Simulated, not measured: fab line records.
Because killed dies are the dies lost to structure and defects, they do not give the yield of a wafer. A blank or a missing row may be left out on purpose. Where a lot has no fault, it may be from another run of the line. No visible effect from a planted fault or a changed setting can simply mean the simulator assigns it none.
Chamber matching :: flow nandHarc :: 4 sister chambers for NHARC_A_BLC_ALD_23 on aldMetal-04
The step deposits TiN, target thk 3 nm, pulse time 1 s, ald cycles 150. 4 wafers are shown with their chamber, then 10 later ones without.

WAFERS, EACH WITH ITS CHAMBER
wafer: L079.6
chamber: 1
heaterPowerW (W): 1058

wafer: L084.2
chamber: 0
heaterPowerW (W): 1012

wafer: L089.1
chamber: 2
heaterPowerW (W): 1243

wafer: L089.4
chamber: 3
heaterPowerW (W): 999

WAFERS WITHOUT THEIR CHAMBER
wafer: L089.5
heaterPowerW (W): 1004

wafer: L091.1
heaterPowerW (W): 998

wafer: L091.5
heaterPowerW (W): 1026

wafer: L091.6
heaterPowerW (W): 1010

wafer: L095.2
heaterPowerW (W): 1008

wafer: L095.3
heaterPowerW (W): 1025

wafer: L095.6
heaterPowerW (W): 1027

wafer: L096.1
heaterPowerW (W): 1013

wafer: L096.3
heaterPowerW (W): 985

wafer: L096.4
heaterPowerW (W): 1036

CHAMBER TAKEN BY EACH
wafer: L089.5
from the rows above: can't be placed: 3 or 0
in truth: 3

wafer: L091.1
from the rows above: can't be placed: 3 or 0
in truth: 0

wafer: L091.5
from the rows above: can't be placed: 0 or 3 or 1
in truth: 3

wafer: L091.6
from the rows above: can't be placed: 0 or 3
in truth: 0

wafer: L095.2
from the rows above: can't be placed: 0 or 3
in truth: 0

wafer: L095.3
from the rows above: can't be placed: 0 or 3 or 1
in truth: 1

wafer: L095.6
from the rows above: can't be placed: 0 or 3 or 1
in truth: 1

wafer: L096.1
from the rows above: can't be placed: 0 or 3
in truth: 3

wafer: L096.3
from the rows above: can't be placed: 3 or 0
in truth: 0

wafer: L096.4
from the rows above: can't be placed: 1 or 0 or 3
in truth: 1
Correct placement for 0 of the 10. Can't be placed from these rows: 10 (the true chamber is among the candidates in 10). 0 placed wrongly.
How it was worked out, from the rows above alone: a wafer's distance from a chamber is the root of the sum, over the readings, of the square of ((its reading less the chamber's mean) divided by the reading's scatter). The wafer belongs to the nearest chamber; if the next one is less than 2 further off, it can't be placed. A chamber's mean is the mean of its shown wafers. The scatter (one wafer shown for each chamber): square how far every hidden wafer sits from the nearest shown wafer, average those squares and take the square root.
